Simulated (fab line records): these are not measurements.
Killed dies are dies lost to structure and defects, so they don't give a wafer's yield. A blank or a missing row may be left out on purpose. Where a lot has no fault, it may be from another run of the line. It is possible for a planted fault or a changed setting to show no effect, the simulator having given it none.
Chamber matching || flow n5-finfet || 4 sister chambers for N5_HKMG_FIN_ETCH_86 on rie-diel-02
The step etches SOC in N2/H2, stops on TiN, target depth 393.2 nm. 8 wafers are shown with their chamber, then 7 later ones without.

## WAFERS PAIRED WITH THEIR CHAMBERS
{"wafer": "L077.4", "chamber": 2, "showerhead-plenum-p-Torr (Torr)": 2.51, "throttle-valve-pct (%)": 17.98}
{"wafer": "L079.5", "chamber": 1, "showerhead-plenum-p-Torr (Torr)": 2.70, "throttle-valve-pct (%)": 18.07}
{"wafer": "L079.6", "chamber": 0, "showerhead-plenum-p-Torr (Torr)": 2.67, "throttle-valve-pct (%)": 17.98}
{"wafer": "L082.4", "chamber": 1, "showerhead-plenum-p-Torr (Torr)": 2.69, "throttle-valve-pct (%)": 18.07}
{"wafer": "L082.5", "chamber": 0, "showerhead-plenum-p-Torr (Torr)": 2.67, "throttle-valve-pct (%)": 18.00}
{"wafer": "L082.6", "chamber": 3, "showerhead-plenum-p-Torr (Torr)": 2.53, "throttle-valve-pct (%)": 17.65}
{"wafer": "L083.2", "chamber": 3, "showerhead-plenum-p-Torr (Torr)": 2.53, "throttle-valve-pct (%)": 17.66}
{"wafer": "L083.5", "chamber": 2, "showerhead-plenum-p-Torr (Torr)": 2.51, "throttle-valve-pct (%)": 18.00}

## WAFERS WHOSE CHAMBER IS MISSING
{"wafer": "L083.6", "showerhead-plenum-p-Torr (Torr)": 2.69, "throttle-valve-pct (%)": 18.05}
{"wafer": "L085.2", "showerhead-plenum-p-Torr (Torr)": 2.53, "throttle-valve-pct (%)": 17.68}
{"wafer": "L085.3", "showerhead-plenum-p-Torr (Torr)": 2.66, "throttle-valve-pct (%)": 18.01}
{"wafer": "L085.6", "showerhead-plenum-p-Torr (Torr)": 2.66, "throttle-valve-pct (%)": 17.99}
{"wafer": "L088.1", "showerhead-plenum-p-Torr (Torr)": 2.69, "throttle-valve-pct (%)": 18.09}
{"wafer": "L088.2", "showerhead-plenum-p-Torr (Torr)": 2.50, "throttle-valve-pct (%)": 18.02}
{"wafer": "L088.4", "showerhead-plenum-p-Torr (Torr)": 2.66, "throttle-valve-pct (%)": 18.00}

## WHICH CHAMBER EACH ONE RAN IN
{"wafer": "L083.6", "from the rows above": 1, "in truth": 1}
{"wafer": "L085.2", "from the rows above": 3, "in truth": 3}
{"wafer": "L085.3", "from the rows above": 0, "in truth": 0}
{"wafer": "L085.6", "from the rows above": 0, "in truth": 0}
{"wafer": "L088.1", "from the rows above": 1, "in truth": 1}
{"wafer": "L088.2", "from the rows above": 2, "in truth": 2}
{"wafer": "L088.4", "from the rows above": 0, "in truth": 0}
Correct placement for 7 of the 7. Left unplaced by these rows: 0. Placed wrongly: 0.
How it was worked out, from the rows above alone: a wafer's distance from a chamber is the root of the sum, over the readings, of the square of ((its reading less the chamber's mean) divided by the reading's scatter). If the next closest chamber is less than 2 further off than the closest, the wafer can't be placed; otherwise it belongs to the closest. Each chamber's mean is taken over the wafers shown for it. The scatter: the root of (the sum of the squares of (reading less its chamber's mean) over the shown wafers, divided by (wafers less chambers)).
